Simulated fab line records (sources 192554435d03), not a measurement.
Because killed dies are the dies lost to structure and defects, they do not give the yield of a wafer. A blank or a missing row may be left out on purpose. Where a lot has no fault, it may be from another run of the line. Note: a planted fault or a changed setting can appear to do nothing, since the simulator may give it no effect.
A single fault, viewed from 2 desks || flow n5_finfet || every desk sees just its own numbers, and what lay behind them comes last

## FROM THE METROLOGY DESK
What the gauges read, lot by lot, whatever tool the lot ran on: means of the sampled wafers that have a number. A lot is out of limits, marked OUT, if its mean lies more than 4 standard deviations from the usual mean; the brackets give that distance.
Columns: A = M6_ILD_THK at N5_BEOL_M6_THK_MEAS_01, usual 155.0 nm
{"lot": "L311", "first seen here": "day 8 18:13", "A": 152.5}
{"lot": "L310", "first seen here": "day 9 01:44", "A": "168.9 (+5.8) OUT"}
{"lot": "L312", "first seen here": "day 9 03:55", "A": "168.1 (+5.5) OUT"}
{"lot": "L323", "first seen here": "day 11 18:29", "A": 156.0}
This desk's result: L310, L312 out of limits, first on L310 (M6_ILD_THK at N5_BEOL_M6_THK_MEAS_01), day 9 01:44. L311, L323 stayed within limits.

## THE TOOL OWNER'S DESK: pecvd-02
The tool's own readings at N5_BEOL_M6_ILD_DEP_00 (deposits SiCOH lowk from DEMS/porogen, target thk 179.75 nm, time 33.4 s): means of the sampled wafers that have a number, for each lot that ran on this tool. A lot is out of limits, marked OUT, if its mean lies more than 4 standard deviations from the usual mean; the brackets give that distance.
Columns: A = heater_power_w at N5_BEOL_M6_ILD_DEP_00, usual 283 W; B = showerhead_plenum_p_Torr at N5_BEOL_M6_ILD_DEP_00, usual 5.737 Torr; C = throttle_valve_pct at N5_BEOL_M6_ILD_DEP_00, usual 14.3 %
{"lot": "L311", "first seen here": "day 8 17:38", "A": 253, "B": 5.745, "C": 14.1}
{"lot": "L310", "first seen here": "day 9 01:09", "A": 270, "B": 5.743, "C": 14.5}
{"lot": "L312", "first seen here": "day 9 03:15", "A": 258, "B": 5.740, "C": 14.3}
This desk found nothing out of limits on any of the 3 lots.

## TAKEN TOGETHER
Metrology desk: alarm possible at day 9 01:44 on L310, L312.
The desk of the tool owner found nothing out of limits.
On record at the tool owner's desk: L310, L312, within its limits.
N5_BEOL_M6_ILD_DEP_00 was run on pecvd-02 by each of the lots named.

## WHAT WAS PUT IN BY THE SIMULATOR
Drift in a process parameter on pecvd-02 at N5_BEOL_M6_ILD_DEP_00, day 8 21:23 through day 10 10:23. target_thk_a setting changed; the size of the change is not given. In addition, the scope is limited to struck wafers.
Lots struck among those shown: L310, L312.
Time in hours between the start of the fault and the first out-of-limits reading at each desk: metrology desk, 4.
